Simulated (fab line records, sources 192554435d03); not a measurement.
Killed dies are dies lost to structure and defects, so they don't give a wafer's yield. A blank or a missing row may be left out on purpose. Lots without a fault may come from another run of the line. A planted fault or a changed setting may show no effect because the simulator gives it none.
Which tool did it? | flow n5_finfet | 12 lots, 36 wafers sampled, at 5 steps of a route of 1938

WHAT THE GAUGES READ, wafer by wafer
N5_BEOL_M8_THK_MEAS_01.
lot  | measured     | on            | M8_ILD_THK (nm)
L666 | day 9 00:52  | film_metro-01 | 153.7 156.0 155.0
L668 | day 9 11:23  | film_metro-02 | 153.7 156.4 156.2
L669 | day 10 02:06 | film_metro-01 | 152.5 154.9 153.9
L671 | day 10 08:58 | film_metro-01 | 154.4 156.3 154.9
L670 | day 10 10:22 | film_metro-02 | 155.0 154.6 156.9
L672 | day 10 13:37 | film_metro-01 | 152.7 154.8 156.5
L675 | day 11 23:41 | film_metro-02 | 154.9 153.9 152.7
L683 | day 14 02:38 | film_metro-01 | 153.2 153.2 153.4
L684 | day 14 03:10 | film_metro-01 | 154.2 152.7 155.8
L685 | day 14 07:16 | film_metro-02 | 153.0 152.0 153.2
L687 | day 14 17:29 | film_metro-01 | 149.7 153.7 154.3
L688 | day 15 12:18 | film_metro-02 | 155.9 156.5 159.8

N5_BEOL_M8_CD_MEAS_18: pitch 80 nm, target cd 40 nm.
lot  | measured     | on        | cd_nm (nm)
L666 | day 9 01:59  | cd_sem-02 | 39.3 40.0 39.9
L668 | day 9 13:32  | cd_sem-01 | 39.6 40.1 40.0
L669 | day 10 03:47 | cd_sem-01 | 39.9 39.8 40.5
L671 | day 10 11:53 | cd_sem-02 | 40.1 39.4 40.2
L670 | day 10 12:30 | cd_sem-03 | 40.5 40.0 40.7
L672 | day 10 15:44 | cd_sem-03 | 40.0 40.7 40.1
L675 | day 12 03:49 | cd_sem-03 | 39.7 39.7 39.5
L683 | day 14 04:35 | cd_sem-01 | 40.2 39.4 39.4
L684 | day 14 04:44 | cd_sem-02 | 40.1 40.2 39.6
L685 | day 14 09:50 | cd_sem-01 | 39.1 39.4 39.5
L687 | day 14 20:34 | cd_sem-02 | 39.9 39.5 39.3
L688 | day 15 14:19 | cd_sem-01 | 40.2 39.8 40.0

N5_BEOL_M8_CD_MEAS_28: target cd 40 nm.
lot  | measured     | on        | cd_nm (nm)
L666 | day 9 02:26  | cd_sem-01 | 40.07 39.64 39.56
L668 | day 9 14:44  | cd_sem-03 | 39.75 39.97 39.96
L669 | day 10 05:08 | cd_sem-02 | 40.12 39.73 40.31
L671 | day 10 13:41 | cd_sem-02 | 40.10 40.00 40.16
L670 | day 10 13:43 | cd_sem-03 | 40.09 39.57 40.24
L672 | day 10 17:48 | cd_sem-01 | 39.59 39.90 40.51
L675 | day 12 08:17 | cd_sem-02 | 40.17 39.89 39.87
L683 | day 14 05:04 | cd_sem-01 | 40.30 39.76 40.02
L684 | day 14 05:37 | cd_sem-03 | 37.76 37.84 37.71
L685 | day 14 13:20 | cd_sem-02 | 38.16 38.57 38.70
L687 | day 14 23:28 | cd_sem-01 | 39.84 39.91 39.65
L688 | day 15 16:07 | cd_sem-01 | 39.84 39.77 40.26

N5_BEOL_M8_OVL_MEAS_29.
lot  | measured     | on         | V7_OVL (nm)
L666 | day 9 02:28  | overlay-02 | -0.3 -0.4 -0.1
L668 | day 9 14:46  | overlay-01 | -0.5 0.0 0.1
L669 | day 10 05:10 | overlay-01 | 0.3 0.2 1.1
L671 | day 10 13:43 | overlay-02 | 0.4 0.8 1.1
L670 | day 10 13:45 | overlay-01 | 0.3 -0.6 -0.3
L672 | day 10 17:50 | overlay-01 | -0.7 -0.4 -0.8
L675 | day 12 08:19 | overlay-01 | -0.3 -0.3 -1.1
L683 | day 14 05:05 | overlay-01 | 0.7 -0.5 0.6
L684 | day 14 05:39 | overlay-01 | 0.0 0.1 1.0
L685 | day 14 13:22 | overlay-01 | 0.3 -0.2 1.0
L687 | day 14 23:29 | overlay-01 | -0.7 -1.6 -0.7
L688 | day 15 16:08 | overlay-01 | -0.1 -0.2 0.8

WHICH TOOL RAN EACH LOT (tool, then ch and the chambers of the sampled wafers, then the start)
lot  | N5_BEOL_M8_EXPOSE_25
L666 | euv_scanner-01 ch 0, day 9 02:18
L668 | euv_scanner-01 ch 0, day 9 14:37
L669 | euv_scanner-02 ch 0, day 10 05:00
L671 | euv_scanner-01 ch 0, day 10 13:33
L670 | euv_scanner-01 ch 0, day 10 13:35
L672 | euv_scanner-02 ch 0, day 10 17:40
L675 | euv_scanner-02 ch 0, day 12 08:09
L683 | euv_scanner-02 ch 0, day 14 04:56
L684 | euv_scanner-02 ch 0, day 14 05:29
L685 | euv_scanner-02 ch 0, day 14 13:12
L687 | euv_scanner-01 ch 0, day 14 23:20
L688 | euv_scanner-01 ch 0, day 15 15:59
- N5_BEOL_M8_EXPOSE_25: exposes mask V7, target cd 40 nm.

WHAT THE TOOLS THEMSELVES READ (means of the sampled wafers that have a number; where no wafer has one, the mark that the record gives instead)
N5_BEOL_M8_EXPOSE_25.
lot  | tool           | exposure_dose_mJ_cm2
L666 | euv_scanner-01 | 42.89
L668 | euv_scanner-01 | 42.89
L669 | euv_scanner-02 | 42.46
L671 | euv_scanner-01 | 42.87
L670 | euv_scanner-01 | 42.93
L672 | euv_scanner-02 | 42.43
L675 | euv_scanner-02 | 42.51
L683 | euv_scanner-02 | 42.50
L684 | euv_scanner-02 | 38.69
L685 | euv_scanner-02 | 39.43
L687 | euv_scanner-01 | 42.90
L688 | euv_scanner-01 | 42.89

THE ANSWER, worked out from the rows above alone
Rule: what is usual is taken from the lots themselves. Put in order of their means at a reading, lots are off if they are a third of the lots or fewer, leave a main group of 4 or more, and stand apart from it by a gap of 3 or more times the standard deviation of the main group's means; of several such gaps the widest counts. A main group whose means are all the same, to the digits that the tables above print for the reading, isn't used. A lot without any number at a reading at which 4 lots or more have one is off too. The other lots that the step has rows for count as sound. The gauges are gone through in route order, then the tools' own readings, and for those a lot's mean is taken as printed above. The first step at which some lot is off is used, and at that step the reading that is off furthest; a lot without a number counts as furthest.
Off: L684, L685, at N5_BEOL_M8_CD_MEAS_28 (cd_nm). The main group: mean 39.95 nm, standard deviation 0.1.
A tool fits if, at a process step before that reading, it ran every lot that is off, and no sound lot after the first of them. The gauges at N5_BEOL_M8_CD_MEAS_28 aren't tried: what is off there is off at N5_BEOL_M8_EXPOSE_25 too, on other tools, and a gauge's error can't cause that. One fits: euv_scanner-02 at N5_BEOL_M8_EXPOSE_25. Its last sound lot is L683 (day 14 04:56), its first lot that is off L684 (day 14 05:29): a fault that began between those two fits.
The tool's own readings at N5_BEOL_M8_EXPOSE_25 bear it out: on the lots that are off they differ by more than 5 times the standard deviation of the sound lots' means. exposure_dose_mJ_cm2 reads 39.06 there against 42.73 on the sound lots.

WHAT THE SIMULATOR HAD PUT IN
Process parameter drift: euv_scanner-02, from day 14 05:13 on, at N5_BEOL_M8_EXPOSE_25. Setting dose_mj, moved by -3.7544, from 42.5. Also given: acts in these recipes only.
Lots struck among those shown: L684, L685. The rule above found the same.
